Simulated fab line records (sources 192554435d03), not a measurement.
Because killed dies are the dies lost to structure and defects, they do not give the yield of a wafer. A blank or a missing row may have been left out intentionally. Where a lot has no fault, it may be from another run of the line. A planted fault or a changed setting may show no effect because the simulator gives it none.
fab line records | flow n5Finfet
record: lots: 7 | wafers: 19 | lastDay: 17
route steps=1938 shown PMOS_HMC_CHANNEL_EPI@62 PASSIVATION@1936
lots that met no fault: from a run of the same line without faults
startH: hours from the record's first day to the start of the lot's first wafer shown | waitH: how many hours have passed since the lot's step before this one | " identical to the entry in the row above | L1.1+2: a row that stands for several wafers | - no value, or no start was given | * or withheld: withheld | < > ~ a bound
route shown NAME@n: NAME is a module with steps in the file, n the number in the route of the first one | usual: average and standard deviation across the fault-free wafers | same: alike in all rows | chamber/n: place in a boat | sites: the reading at each site | _std_site: the standard deviation of these | _edge_site: mean of outer sites minus mean of inner sites | radiusMm: for every site, how far away it sits from the centre of the wafer | mask NAME#n: copy n | behind: tool/chamber where the wafer was last shaped | hold: why the lot was held/for how many hours/how that ended | device: which transistor (n, p or np) failed to switch | end of line: at the end of the route, the tests of the same wafers | for a step that has no rows: nothing shown but its recipe | killed: not the wafer's yield, but the dies lost to structure and defects at the first sort | map: the dies of a wafer, with x for killed, . for not killed, _ for no die there
set.NAME: the run value of the setting; set.NAME@STEP: its run value at that earlier step | model.NAME: the simulator's own value behind a step, which no gauge read
certain route steps with their lots: each step a table, each wafer a row
services: from which hour (startH, from the record's first day; less than 0 if before it) a tool's chamber was out of use, for how many hours, and why
== steps ==
step: N5_PMOS_HMC_CHANNEL_EPI_EXPOSE_06
recipe: maskId: PMOS_HMC_BLK | na: 1.35 | sourceShape: conventional | sigmaOuter: 0.8 | polarization: unpolarized | targetCdNm: 240 | doseMj: 41
step: N5_PMOS_HMC_CHANNEL_EPI_PEB_07
recipe: pebTempC: 110 | pebTimeS: 60 | resist: CAR-ArF-block
step: N5_PMOS_HMC_CHANNEL_EPI_DEVELOP_08
recipe: developTimeS: 30 | developer: TMAH | resist: CAR-ArF-block | devTempC: 23 | rinseLiquid: diw | dry: airSpin
step: N5_PMOS_HMC_CHANNEL_EPI_CD_MEAS_09
recipe: targetCdNm: 237.4 | landingEnergyEv: 500 | detector: seInlens
usual: cdNm: 237.0/1
lot.wafer | tool     | chamber | startH | waitH | cdNm
L959.3    | cdSem-01 | 0       | 29.09  | -     | 238.5
L959.5    | "        | 0       | "      | "     | 238.0
L959.6    | "        | 0       | "      | "     | 238.2
L961.1    | cdSem-03 | 0       | 41.13  | -     | 237.0
L961.5    | "        | 0       | "      | "     | 237.9
L964.1    | cdSem-02 | 0       | 59.80  | -     | 237.7
L964.2    | "        | 0       | "      | "     | 236.0
L965.3    | cdSem-02 | 0       | 67.24  | -     | 235.7
L965.4    | "        | 0       | "      | "     | 236.0
L965.5    | "        | 0       | "      | "     | 235.9
L973.1    | cdSem-01 | 0       | 113.50 | -     | 237.0
L973.2    | "        | 0       | "      | "     | 237.0
L973.4    | "        | 0       | "      | "     | 236.4
L976.2    | cdSem-02 | 0       | 131.34 | -     | 237.7
L976.3    | "        | 0       | "      | "     | 235.6
L976.5    | "        | 0       | "      | "     | 236.7
L977.3    | cdSem-01 | 0       | 137.36 | -     | 236.4
L977.4    | "        | 0       | "      | "     | 234.9
L977.5    | "        | 0       | "      | "     | 235.9
step: N5_PMOS_HMC_CHANNEL_EPI_OVL_MEAS_10
recipe: pointsPerWafer: 44
usual: PMOS_HMC_BLK_OVL: 0.2/0.79
same: pointsPerWafer: 44
lot.wafer | tool       | chamber | startH | waitH | PMOS_HMC_BLK_OVL[nm]
L959.3    | overlay-01 | 0       | 29.12  | 0.0   | -0.3
L959.5    | "          | 0       | "      | "     | -0.9
L959.6    | "          | 0       | "      | "     | 0.7
L961.1    | overlay-02 | 0       | 41.16  | 0.0   | -0.1
L961.5    | "          | 0       | "      | "     | -0.4
L964.1    | overlay-01 | 0       | 59.83  | 0.0   | -0.3
L964.2    | "          | 0       | "      | "     | 0.7
L965.3    | overlay-02 | 0       | 67.27  | 0.0   | 0.6
L965.4    | "          | 0       | "      | "     | 0.5
L965.5    | "          | 0       | "      | "     | 0.2
L973.1    | overlay-01 | 0       | 113.53 | 0.0   | 0.5
L973.2    | "          | 0       | "      | "     | 0.2
L973.4    | "          | 0       | "      | "     | 0.0
L976.2    | overlay-01 | 0       | 131.37 | 0.0   | 0.2
L976.3    | "          | 0       | "      | "     | 0.6
L976.5    | "          | 0       | "      | "     | 0.2
L977.3    | overlay-02 | 0       | 137.39 | 0.0   | 1.3
L977.4    | "          | 0       | "      | "     | 0.2
L977.5    | "          | 0       | "      | "     | 1.0
step: N5_PMOS_HMC_CHANNEL_EPI_INSPECT_11
recipe: mode: adi | inspectInstrument: macro
usual: rawDefectCount: 2.0/1.4
lot.wafer | tool             | chamber | startH | waitH | rawDefectCount
L959.3    | defectInspect-02 | -       | 29.14  | 0.0   | 2
L959.5    | "                | -       | "      | "     | 2
L959.6    | "                | -       | "      | "     | 3
L961.1    | defectInspect-02 | -       | 41.18  | 0.0   | 1
L961.5    | "                | -       | "      | "     | 2
L964.1    | defectInspect-01 | -       | 59.85  | 0.0   | 1
L964.2    | "                | -       | "      | "     | 0
L965.3    | defectInspect-01 | -       | 67.29  | 0.0   | 3
L965.4    | "                | -       | "      | "     | 3
L965.5    | "                | -       | "      | "     | 0
L973.1    | defectInspect-02 | -       | 113.56 | 0.0   | 0
L973.2    | "                | -       | "      | "     | 2
L973.4    | "                | -       | "      | "     | 1
L976.2    | defectInspect-01 | -       | 131.40 | 0.0   | 1
L976.3    | "                | -       | "      | "     | 2
L976.5    | "                | -       | "      | "     | 4
L977.3    | defectInspect-02 | -       | 137.41 | 0.0   | 2
L977.4    | "                | -       | "      | "     | 2
L977.5    | "                | -       | "      | "     | 3
step: N5_PMOS_HMC_CHANNEL_EPI_DESCUM_14
recipe: chemistry: O2 | timeS: 7.9 | sourcePowerW: 50 | biasPowerW: 20 | pressureMtorr: 20 | rfFrequencyHz: 2.712e+07 | tempC: 40 | resist: CAR-ArF-block | o2FlowSccm: 225
step: N5_PMOS_HMC_CHANNEL_EPI_ETCH_32
recipe: chemistry: N2/H2 | target: BARC | stopOn: SiO2 | targetDepthA: 858 | overEtchFrac: 0.3 | timeS: 50.3 | ionEnergyEv: 200 | maskMaterial: CAR-ArF-block | pressureMtorr: 30 | sourceW: 840 | biasW: 150 | n2FlowSccm: 200 | h2FlowSccm: 200
usual: biasW: 150.0/0.46 | chamberPressureMTorr: 30.002/0.024 | drypumpMotorCurrentA: 5.53/0.26 | oesProductAu: 0.68/0.068 | rfVppV: 524.4/2.3 | showerheadPlenumPTorr: 2.56/0.078 | throttleValvePct: 17.80/0.26
lot.wafer | tool       | chamber | startH | waitH | biasW | chamberPressureMTorr | drypumpMotorCurrentA | oesProductAu | rfHoursCounterH | rfVppV | showerheadPlenumPTorr | throttleValvePct
L959.3    | rieDiel-02 | 3       | 29.21  | 0.0   | 149.7 | 30.027               | 5.32                 | 0.69         | 111             | 520.8  | 2.45                  | 17.82
L959.5    | "          | 3       | "      | "     | 150.5 | 29.984               | 5.32                 | 0.69         | -               | 521.5  | 2.45                  | 17.80
L959.6    | "          | 2       | "      | "     | 149.6 | 30.033               | 5.85                 | 0.78         | -               | 523.8  | 2.60                  | 17.24
L961.1    | rieDiel-02 | 2       | 41.25  | 0.0   | 149.7 | 30.042               | 5.81                 | 0.76         | 34              | 525.7  | 2.60                  | 17.27
L961.5    | "          | 3       | "      | "     | 149.9 | 29.999               | 5.35                 | 0.69         | -               | 521.5  | 2.45                  | 17.81
L964.1    | rieDiel-01 | 2       | 59.92  | 0.0   | 149.3 | 30.041               | 5.71                 | 0.60         | 198             | 526.5  | 2.62                  | 18.19
L964.2    | "          | 3       | "      | "     | 150.2 | 29.995               | 5.18                 | 0.78         | 19              | 524.7  | 2.59                  | 17.82
L965.3    | rieDiel-02 | 3       | 67.36  | 0.0   | 149.9 | 29.980               | 5.36                 | 0.68         | 121             | 521.7  | 2.45                  | 17.82
L965.4    | "          | 2       | "      | "     | 150.0 | 30.004               | 5.82                 | 0.75         | 42              | 523.4  | 2.59                  | 17.29
L965.5    | "          | 1       | "      | "     | 150.0 | 29.990               | 5.69                 | 0.76         | -               | 521.4  | 2.49                  | 17.76
L973.1    | rieDiel-02 | 1       | 113.63 | 0.0   | 150.3 | 30.028               | 5.66                 | 0.73         | 42              | 521.4  | 2.49                  | 17.77
L973.2    | "          | 0       | "      | "     | 150.3 | 30.028               | 5.10                 | 0.60         | 213             | 525.9  | 2.62                  | 18.07
L973.4    | "          | 3       | "      | "     | 149.6 | 29.935               | 5.36                 | 0.67         | 136             | 521.5  | 2.44                  | 17.84
L976.2    | rieDiel-06 | 0       | 131.46 | 0.0   | 150.1 | 30.015               | 5.79                 | 0.61         | 211             | 523.8  | 2.53                  | 18.08
L976.3    | "          | 1       | "      | "     | 150.6 | 29.974               | 5.29                 | 0.60         | 198             | 521.8  | 2.52                  | 17.98
L976.5    | "          | 3       | "      | "     | 149.6 | 29.999               | 5.93                 | 0.75         | -               | 527.1  | 2.69                  | 17.37
L977.3    | rieDiel-06 | 0       | 137.48 | 0.0   | 150.1 | 29.984               | 5.75                 | 0.61         | 214             | 523.4  | 2.52                  | 18.09
L977.4    | "          | 0       | "      | "     | 149.7 | 30.004               | 5.76                 | 0.61         | -               | 523.5  | 2.52                  | 18.08
L977.5    | "          | 3       | "      | "     | 149.0 | 30.002               | 5.91                 | 0.75         | -               | 527.7  | 2.69                  | 17.36
step: N5_PMOS_HMC_CHANNEL_EPI_HM_OPEN_15
recipe: chemistry: CHF3/O2 | target: SiO2 | maskMaterial: CAR-ArF-block | targetDepthA: 406 | CHF3_flow_sccm: 50 | O2_flow_sccm: 5 | Ar_flow_sccm: 200 | timeS: 20.3 | pressureMtorr: 30 | sourceW: 650 | biasW: 170 | ionEnergyEv: 200
usual: biasW: 170.0/0.54 | chamberPressureMTorr: 30.00/0.031 | drypumpMotorCurrentA: 5.52/0.26 | oesProductAu: 0.79/0.082 | rfVppV: 525/12 | showerheadPlenumPTorr: 2.43/0.078 | throttleValvePct: 18.84/0.26
lot.wafer | tool       | chamber | startH | waitH | biasW | chamberPressureMTorr | drypumpMotorCurrentA | oesProductAu | rfHoursCounterH | rfVppV | showerheadPlenumPTorr | throttleValvePct
L959.3    | rieDiel-02 | 3       | 29.25  | 0.0   | 170.4 | 30.00                | 5.33                 | 0.81         | 111             | 519    | 2.32                  | 18.84
L959.5    | "          | 3       | "      | "     | 170.5 | 29.95                | 5.34                 | 0.80         | -               | 517    | 2.32                  | 18.82
L959.6    | "          | 2       | "      | "     | 169.3 | 29.97                | 5.83                 | 0.91         | -               | 542    | 2.45                  | 18.31
L961.1    | rieDiel-02 | 2       | 41.29  | 0.0   | 170.1 | 29.99                | 5.84                 | 0.90         | 34              | 544    | 2.44                  | 18.34
L961.5    | "          | 3       | "      | "     | 170.9 | 29.97                | 5.33                 | 0.80         | -               | 519    | 2.32                  | 18.84
L964.1    | rieDiel-01 | 2       | 59.97  | 0.0   | 170.4 | 30.01                | 5.75                 | 0.71         | 198             | 536    | 2.51                  | 19.41
L964.2    | "          | 3       | "      | "     | 170.5 | 29.98                | 5.18                 | 0.90         | 19              | 520    | 2.47                  | 19.10
L965.3    | rieDiel-02 | 3       | 67.40  | 0.0   | 170.4 | 29.98                | 5.34                 | 0.79         | 121             | 519    | 2.32                  | 18.85
L965.4    | "          | 2       | "      | "     | 169.8 | 30.00                | 5.83                 | 0.88         | 42              | 544    | 2.44                  | 18.35
L965.5    | "          | 1       | "      | "     | 169.6 | 30.00                | 5.67                 | 0.91         | -               | 531    | 2.35                  | 18.77
L973.1    | rieDiel-02 | 1       | 113.67 | 0.0   | 170.1 | 29.96                | 5.69                 | 0.87         | 42              | 532    | 2.34                  | 18.79
L973.2    | "          | 0       | "      | "     | 169.9 | 29.99                | 5.12                 | 0.69         | 213             | 536    | 2.48                  | 18.98
L973.4    | "          | 3       | "      | "     | 170.1 | 30.05                | 5.34                 | 0.77         | 136             | 519    | 2.31                  | 18.88
L976.2    | rieDiel-06 | 0       | 131.51 | 0.0   | 169.4 | 30.04                | 5.79                 | 0.71         | 211             | 515    | 2.40                  | 19.17
L976.3    | "          | 1       | "      | "     | 170.8 | 30.03                | 5.33                 | 0.70         | 198             | 531    | 2.37                  | 18.93
L976.5    | "          | 3       | "      | "     | 169.4 | 30.03                | 5.85                 | 0.88         | -               | 528    | 2.57                  | 18.61
L977.3    | rieDiel-06 | 0       | 137.52 | 0.0   | 169.5 | 29.97                | 5.80                 | 0.71         | 214             | 515    | 2.40                  | 19.18
L977.4    | "          | 0       | "      | "     | 168.8 | 29.96                | 5.78                 | 0.71         | -               | 516    | 2.40                  | 19.20
L977.5    | "          | 3       | "      | "     | 169.9 | 29.96                | 5.89                 | 0.88         | -               | 530    | 2.57                  | 18.58
step: N5_PMOS_HMC_CHANNEL_EPI_STRIP_33
recipe: chemistry: N2/H2 | powerW: 500 | tempC: 40 | pressureMtorr: 50 | rfFrequencyHz: 6e+07 | overashFraction: 0.3 | biasPowerW: 8 | h2Frac: 0.5 | n2FlowSccm: 300 | h2FlowSccm: 300
usual: biasPowerW: 8.004/0.023 | chamberPressureMTorr: 49.99/0.091 | drypumpMotorCurrentA: 5.54/0.26 | oesProductAu: 0.79/0.083 | rfVppV: 54.2/1.7 | showerheadPlenumPTorr: 3.38/0.099 | throttleValvePct: 18.7/0.38
lot.wafer | tool       | chamber | startH | waitH | biasPowerW | chamberPressureMTorr | drypumpMotorCurrentA | oesProductAu | rfHoursCounterH | rfVppV | showerheadPlenumPTorr | throttleValvePct
L959.3    | rieDiel-02 | 3       | 29.31  | 0.0   | 8.015      | 49.98                | 5.34                 | 0.80         | 111             | 54.3   | 3.24                  | 18.7
L959.5    | "          | 3       | "      | "     | 8.002      | 50.02                | 5.35                 | 0.79         | -               | 51.6   | 3.24                  | 18.7
L959.6    | "          | 2       | "      | "     | 7.963      | 50.17                | 5.83                 | 0.91         | -               | 56.5   | 3.43                  | 18.0
L961.1    | rieDiel-02 | 2       | 41.35  | 0.0   | 8.043      | 50.04                | 5.87                 | 0.92         | 34              | 52.6   | 3.43                  | 18.0
L961.5    | "          | 3       | "      | "     | 7.970      | 50.00                | 5.34                 | 0.80         | -               | 56.2   | 3.24                  | 18.7
L964.1    | rieDiel-01 | 2       | 60.02  | 0.0   | 7.972      | 49.99                | 5.76                 | 0.70         | 198             | 53.8   | 3.46                  | 19.1
L964.2    | "          | 3       | "      | "     | 8.002      | 49.85                | 5.18                 | 0.91         | 19              | 54.5   | 3.42                  | 18.5
L965.3    | rieDiel-02 | 3       | 67.46  | 0.0   | 8.013      | 49.92                | 5.33                 | 0.78         | 121             | 52.4   | 3.24                  | 18.8
L965.4    | "          | 2       | "      | "     | 7.983      | 49.94                | 5.88                 | 0.89         | 42              | 55.9   | 3.42                  | 18.0
L965.5    | "          | 1       | "      | "     | 8.029      | 49.90                | 5.66                 | 0.87         | -               | 52.0   | 3.29                  | 18.6
L973.1    | rieDiel-02 | 1       | 113.72 | 0.0   | 8.000      | 49.86                | 5.66                 | 0.86         | 42              | 54.7   | 3.29                  | 18.6
L973.2    | "          | 0       | "      | "     | 8.010      | 49.85                | 5.12                 | 0.71         | 213             | 51.6   | 3.46                  | 19.4
L973.4    | "          | 3       | "      | "     | 7.956      | 49.92                | 5.38                 | 0.77         | 136             | 54.7   | 3.23                  | 18.8
L976.2    | rieDiel-06 | 0       | 131.56 | 0.0   | 8.012      | 50.23                | 5.79                 | 0.72         | 211             | 54.5   | 3.34                  | 19.0
L976.3    | "          | 1       | "      | "     | 7.964      | 49.90                | 5.34                 | 0.70         | 198             | 52.2   | 3.33                  | 19.0
L976.5    | "          | 3       | "      | "     | 8.018      | 50.00                | 5.94                 | 0.89         | -               | 54.8   | 3.54                  | 18.3
L977.3    | rieDiel-06 | 0       | 137.58 | 0.0   | 8.032      | 49.87                | 5.80                 | 0.71         | 214             | 54.0   | 3.34                  | 19.0
L977.4    | "          | 0       | "      | "     | 7.991      | 50.19                | 5.79                 | 0.70         | -               | 54.0   | 3.34                  | 19.0
L977.5    | "          | 3       | "      | "     | 7.968      | 49.83                | 5.94                 | 0.88         | -               | 53.5   | 3.54                  | 18.3
step: N5_PMOS_HMC_CHANNEL_EPI_STRIP_17
recipe: chemistry: SPM | timeS: 750 | tempC: 130 | h2so4H2o2VolRatio: 4 | dry: ipaMarangoni
step: N5_PMOS_HMC_CHANNEL_EPI_ETCH_38
recipe: chemistry: CF4 | target: SiO2 | targetDepthA: 15 | ionEnergyEv: 350 | pressureMtorr: 10 | icpW: 800 | biasW: 400 | cf4FlowSccm: 80
usual: biasW: 400.0/1.1 | chamberPressureMTorr: 10.001/0.0092 | drypumpMotorCurrentA: 5.6/0.45 | oesProductAu: 0.997/0.019 | throttleValvePct: 21.80/0.22
lot.wafer | tool     | chamber | startH | waitH | biasW | chamberPressureMTorr | drypumpMotorCurrentA | oesProductAu | rfHoursCounterH | throttleValvePct
L959.3    | rieSi-04 | 1       | 29.61  | 0.0   | 398.8 | 9.996                | 5.5                  | 0.968        | 174             | 21.91
L959.5    | "        | 2       | "      | "     | 399.8 | 10.011               | 5.4                  | 0.989        | -               | 22.00
L959.6    | "        | 1       | "      | "     | 400.2 | 10.001               | 5.5                  | 0.965        | -               | 21.93
L961.1    | rieSi-04 | 0       | 41.65  | 0.0   | 400.7 | 9.992                | 5.2                  | 1.003        | 140             | 21.87
L961.5    | "        | 3       | "      | "     | 399.9 | 10.018               | 5.9                  | 0.990        | -               | 21.29
L964.1    | rieSi-04 | 1       | 60.32  | 0.0   | 399.8 | 10.005               | 5.5                  | 0.965        | 175             | 21.92
L964.2    | "        | 0       | "      | "     | 399.3 | 9.999                | 5.2                  | 1.002        | 140             | 21.88
L965.3    | rieSi-04 | 1       | 67.76  | 0.0   | 402.0 | 9.997                | 5.5                  | 0.963        | 175             | 21.91
L965.4    | "        | 2       | "      | "     | 399.9 | 10.002               | 5.4                  | 0.992        | 100             | 22.01
L965.5    | "        | 1       | "      | "     | 401.1 | 10.013               | 5.5                  | 0.964        | -               | 21.92
L973.1    | rieSi-02 | 0       | 114.03 | 0.0   | 397.6 | 10.002               | 5.0                  | 1.024        | 73              | 21.72
L973.2    | "        | 3       | "      | "     | 400.7 | 10.011               | 5.2                  | 0.989        | 116             | 21.93
L973.4    | "        | 1       | "      | "     | 400.5 | 10.002               | 6.4                  | 1.011        | 179             | 21.76
L976.2    | rieSi-04 | 2       | 131.87 | 0.0   | 401.2 | 10.018               | 5.4                  | 0.991        | 101             | 22.00
L976.3    | "        | 1       | "      | "     | 400.3 | 10.011               | 5.5                  | 0.960        | 176             | 21.94
L976.5    | "        | 2       | "      | "     | 400.5 | 10.004               | 5.4                  | 0.997        | -               | 21.99
L977.3    | rieSi-02 | 0       | 137.88 | 0.0   | 398.7 | 9.988                | 5.0                  | 1.036        | 73              | 21.73
L977.4    | "        | 1       | "      | "     | 402.4 | 9.973                | 6.4                  | 1.017        | 180             | 21.76
L977.5    | "        | 0       | "      | "     | 398.7 | 9.986                | 5.0                  | 1.031        | -               | 21.71
step: N5_PMOS_HMC_CHANNEL_EPI_FIN_RECESS_16
recipe: chemistry: HBr/Cl2 | target: Si | maskMaterial: SiO2 | targetDepthA: 540 | timeS: 18 | pressureMtorr: 10 | icpW: 800 | biasW: 75 | HBr_flow_sccm: 150 | Cl2_flow_sccm: 80
usual: biasW: 75.00/0.2 | chamberPressureMTorr: 10.001/0.0084 | drypumpMotorCurrentA: 5.6/0.45 | oesProductAu: 0.998/0.014 | throttleValvePct: 35.41/0.17
lot.wafer | tool     | chamber | startH | waitH | biasW | chamberPressureMTorr | drypumpMotorCurrentA | oesProductAu | rfHoursCounterH | throttleValvePct | model.etch.depthNm | model.PMOS_HMC_CHANNEL_EPI.featureDepthNm
L959.3    | rieSi-04 | 1       | 29.63  | 0.0   | 75.18 | 9.999                | 5.5                  | 0.981        | 174             | 35.37            | 53.27              | 53.27
L959.5    | "        | 2       | "      | "     | 75.03 | 10.011               | 5.5                  | 0.990        | -               | 35.37            | 53.26              | 53.26
L959.6    | "        | 1       | "      | "     | 74.58 | 9.996                | 5.5                  | 0.980        | -               | 35.37            | 53.33              | 53.33
L961.1    | rieSi-04 | 0       | 41.67  | 0.0   | 75.11 | 10.001               | 5.2                  | 0.997        | 140             | 35.34            | 59.28              | 59.28
L961.5    | "        | 3       | "      | "     | 75.14 | 10.005               | 5.8                  | 0.999        | -               | 35.02            | 52.43              | 52.43
L964.1    | rieSi-04 | 1       | 60.34  | 0.0   | 75.23 | 9.995                | 5.5                  | 0.963        | 175             | 35.39            | 57.2               | 57.2
L964.2    | "        | 0       | "      | "     | 74.81 | 10.000               | 5.2                  | 1.001        | 140             | 35.34            | 53.8               | 53.8
L965.3    | rieSi-04 | 1       | 67.78  | 0.0   | 74.83 | 10.000               | 5.5                  | 0.972        | 175             | 35.39            | 57.67              | 57.67
L965.4    | "        | 2       | "      | "     | 75.34 | 10.005               | 5.5                  | 0.990        | 100             | 35.37            | 53.14              | 53.14
L965.5    | "        | 1       | "      | "     | 75.07 | 10.007               | 5.5                  | 0.982        | -               | 35.38            | 52.92              | 52.92
L973.1    | rieSi-02 | 0       | 114.05 | 0.0   | 74.75 | 9.997                | 5.0                  | 1.025        | 73              | 35.38            | 54.45              | 54.45
L973.2    | "        | 3       | "      | "     | 75.23 | 10.004               | 5.2                  | 0.984        | 116             | 35.46            | 54.32              | 54.32
L973.4    | "        | 1       | "      | "     | 75.13 | 10.009               | 6.4                  | 1.013        | 179             | 35.64            | 53.93              | 53.93
L976.2    | rieSi-04 | 2       | 131.89 | 0.0   | 75.36 | 10.010               | 5.4                  | 0.988        | 101             | 35.37            | 53.64              | 53.64
L976.3    | "        | 1       | "      | "     | 74.90 | 10.013               | 5.5                  | 0.988        | 176             | 35.37            | 53.64              | 53.64
L976.5    | "        | 2       | "      | "     | 75.37 | 9.993                | 5.4                  | 0.987        | -               | 35.35            | 53.75              | 53.75
L977.3    | rieSi-02 | 0       | 137.90 | 0.0   | 75.05 | 10.005               | 5.0                  | 1.031        | 73              | 35.38            | 55.04              | 55.04
L977.4    | "        | 1       | "      | "     | 74.98 | 9.995                | 6.4                  | 1.022        | 180             | 35.60            | 54.45              | 54.45
L977.5    | "        | 0       | "      | "     | 74.99 | 9.991                | 5.0                  | 1.025        | -               | 35.38            | 55.07              | 55.07
step: N5_PMOS_HMC_CHANNEL_EPI_PRECLEAN_36
recipe: chemistry: O3/DIW | timeS: 45 | tempC: 22 | o3Ppm: 10
step: N5_PMOS_HMC_CHANNEL_EPI_PRECLEAN_18
recipe: chemistry: DHF | timeS: 30 | tempC: 25 | dilution: withheld
step: N5_PMOS_HMC_CHANNEL_EPI_SRD_19
recipe: dry: ipaMarangoni | doPpb: 5 | timeS: 30 | tempC: 23 | rinseLiquid: diw
step: N5_PMOS_HMC_CHANNEL_EPI_EPI_20
recipe: material: SiGe30 | maskMaterial: SiO2 | pressureTorr: 20 | targetThkA: 590 | tempC: 600
step: N5_PMOS_HMC_CHANNEL_EPI_HM_STRIP_35
recipe: chemistry: dHF | tempC: 25 | material: SiO2 | target: SiO2 | targetDepthA: 396 | timeS: 216
step: N5_PMOS_HMC_CHANNEL_EPI_SRD_39
recipe: dry: ipaMarangoni | timeS: 30 | tempC: 23 | rinseLiquid: diw
step: N5_PMOS_HMC_CHANNEL_EPI_CMP_21
recipe: material: SiGe30 | postCmpClean: alkalineBrush | targetThkNm: 54
usual: motorCurrentA: 12.5/1.3
lot.wafer | tool   | chamber | startH | waitH | motorCurrentA
L959.3    | cmp-01 | 0       | 31.57  | 0.1   | 11.6
L959.5    | "      | 3       | "      | "     | 12.0
L959.6    | "      | 0       | "      | "     | 11.1
L961.1    | cmp-04 | 3       | 43.70  | 0.1   | 13.0
L961.5    | "      | 1       | "      | "     | 13.3
L964.2    | cmp-02 | 2       | 61.85  | 0.0   | 13.8
L964.1    | "      | 3       | "      | "     | 11.6
L965.3    | cmp-02 | 0       | 69.78  | 0.1   | 14.2
L965.4    | "      | 1       | "      | "     | 12.2
L965.5    | "      | 3       | "      | "     | 11.7
L973.1    | cmp-02 | 1       | 117.20 | 0.0   | 12.5
L973.2    | "      | 3       | "      | "     | 12.2
L973.4    | "      | 0       | "      | "     | 13.6
L976.3    | cmp-04 | 2       | 135.85 | 0.1   | 12.5
L976.2    | "      | 3       | "      | "     | 13.6
L976.5    | "      | 0       | "      | "     | 10.7
L977.4    | cmp-04 | 0       | 139.92 | 0.1   | 11.1
L977.3    | "      | 1       | "      | "     | 13.3
L977.5    | "      | 3       | "      | "     | 14.3
step: N5_PMOS_HMC_CHANNEL_EPI_THK_MEAS_22
recipe: reads: SiGe30_of_PMOS_HMC_CHANNEL_EPI_EPI_20
usual: HMC_CMP_THK: 53.8/0.95
lot.wafer | tool         | chamber | startH | waitH | HMC_CMP_THK[nm]
L959.3    | filmMetro-01 | -       | 31.83  | -     | 53.4
L959.5    | "            | -       | "      | "     | 53.2
L959.6    | "            | -       | "      | "     | 53.4
L961.1    | filmMetro-01 | -       | 43.88  | -     | 57.8
L961.5    | "            | -       | "      | "     | 52.5
L964.1    | filmMetro-01 | -       | 62.14  | -     | 57.0
L964.2    | "            | -       | "      | "     | 53.8
L965.3    | filmMetro-01 | -       | 70.04  | -     | 57.6
L965.4    | "            | -       | "      | "     | 53.2
L965.5    | "            | -       | "      | "     | 52.7
L973.1    | filmMetro-01 | -       | 117.49 | -     | 54.6
L973.2    | "            | -       | "      | "     | 54.3
L973.4    | "            | -       | "      | "     | 53.8
L976.2    | filmMetro-01 | -       | 136.07 | -     | 53.7
L976.3    | "            | -       | "      | "     | 53.7
L976.5    | "            | -       | "      | "     | 53.7
L977.3    | filmMetro-02 | -       | 140.18 | -     | 55.2
L977.4    | "            | -       | "      | "     | 54.4
L977.5    | "            | -       | "      | "     | 55.1
step: N5_PMOS_HMC_CHANNEL_EPI_PRECLEAN_40
recipe: chemistry: DHF | timeS: 30 | tempC: 25 | dilution: withheld
step: N5_PASSIVATION_PROBE_49
usual: killed_at_M0_to_M3: 34/11 | killed_at_M4_up: 14/5.7 | killedAtContacts: 14/6.9 | killedAtFrontEnd: 40/11 | killedAtOther: 4/3.1 | killedDies: 105/17 | killedOpen: 70/13 | killedShort: 34/7.6
same: grossDies: 1180 | killedAtBackSide: 0
lot.wafer | tool      | chamber | startH | waitH | killed_at_M0_to_M3 | killed_at_M4_up | killedAtContacts | killedAtFrontEnd | killedAtOther | killedDies | killedOpen | killedShort
L965.3    | prober-02 | -       | 330.45 | 0.1   | 27                 | 8               | 24               | 67               | 5             | 131        | 91         | 39
L965.4    | prober-02 | -       | 330.50 | 0.2   | 24                 | 13              | 14               | 52               | 2             | 105        | 68         | 37
L965.5    | prober-02 | -       | 330.55 | 0.2   | 29                 | 13              | 11               | 37               | 6             | 96         | 56         | 38
L973.2    | prober-01 | -       | 374.81 | 0.1   | 44                 | 16              | 11               | 51               | 0             | 122        | 86         | 36
killed by level:class
L965.3 STI_FIN_REVEAL:geometricParticle:open=22 MOL_CONTACT_COAG:geometricParticle:open=20 FIN_SAQP:geometricParticle:short=13 FIN_SAQP:geometricParticle:open=12 BEOL_M0_SAQP:geometricParticle:open=7 BEOL_M0_SAQP:geometricParticle:short=5 BEOL_M2:geometricParticle:open=5 BEOL_M3:geometricParticle:open=5
L965.4 MOL_CONTACT_COAG:geometricParticle:open=13 FIN_SAQP:geometricParticle:short=10 BEOL_M2:geometricParticle:open=8 STI_FIN_REVEAL:geometricParticle:open=7 BEOL_M0_SAQP:geometricParticle:open=7 STARTING-WAFER:geometricParticle:open=6 FIN_SAQP:geometricParticle:open=5 GATE_CUT:geometricParticle:short=4
L965.5 FIN_SAQP:geometricParticle:short=13 BEOL_M0_SAQP:geometricParticle:short=9 MOL_CONTACT_COAG:geometricParticle:open=8 FIN_SAQP:geometricParticle:open=7 STI_FIN_REVEAL:geometricParticle:open=7 BEOL_M0_SAQP:geometricParticle:open=5 BEOL_M2:geometricParticle:open=5 BEOL_M4:geometricParticle:open=5
L973.2 BEOL_M3:geometricParticle:open=10 ILD0:geometricParticle:open=9 MOL_CONTACT_COAG:geometricParticle:open=9 BEOL_M1:geometricParticle:open=9 BEOL_M2:geometricParticle:open=8 FIN_SAQP:geometricParticle:short=6 ILD0:geometricParticle:short=6 BEOL_M0_SAQP:geometricParticle:open=6
== services ==
tool       | chamber | startH | hours | kind
rieSi-02   | 0       | 8.62   | 30.8  | repair
rieSi-04   | 1       | 10.15  | 5.6   | repair
cmp-02     | -       | 16.22  | 2.9   | repair
rieSi-04   | 3       | 24.74  | 1.1   | repair
cmp-02     | -       | 26.04  | 0.6   | repair
cmp-02     | -       | 36.97  | 4.7   | repair
rieSi-04   | 2       | 54.09  | 3.4   | repair
rieSi-02   | 2       | 59.43  | 29.7  | repair
cmp-04     | -       | 75.66  | 3.8   | pm
rieSi-02   | -       | 79.32  | 2.8   | pm
cmp-01     | -       | 97.63  | 0.5   | repair
cmp-02     | -       | 104.15 | 4.2   | pm
cmp-01     | -       | 104.41 | 4.0   | pm
cmp-01     | -       | 108.41 | -     | consumableReplace:conditioner
cmp-01     | -       | 108.41 | -     | consumableReplace:pad
rieDiel-06 | 2       | 125.43 | 12.1  | repair
== key ==
firstSign: step: N5_PMOS_HMC_CHANNEL_EPI_THK_MEAS_22 | reading: HMC_CMP_THK | direction: up | sigmas: 3.8 | usual: 53.8 | struck: 57.5
effect none on later readings
modelEffect: step: N5_PMOS_HMC_CHANNEL_EPI_FIN_RECESS_16 | value: etch.depthNm | without: 52.79 | struck: 58.05
metAt N5_PMOS_HMC_CHANNEL_EPI_FIN_RECESS_16
struckWafers L961.1,L964.1,L965.3
testerLeftOut L961,L964,L965
onsetBetween 29.63 41.67
fault: kind: processParameterDrift | tool: rieSi-04 | chamber: - | onsetH: 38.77 | steps: N5_PMOS_HMC_CHANNEL_EPI_FIN_RECESS_16 | channel: timeS | offset: * | shape: step | endH: 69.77 | scope: struckWafersOnly | actsIn: * | stated: *
testerLeftOut: of these lots the tester's yield and bins aren't shown, on N5 and GAA mostly nor the transistor test; their killed dies are dies lost to structure and defects alone, not to doping, threshold or leakage, so they don't give the yield
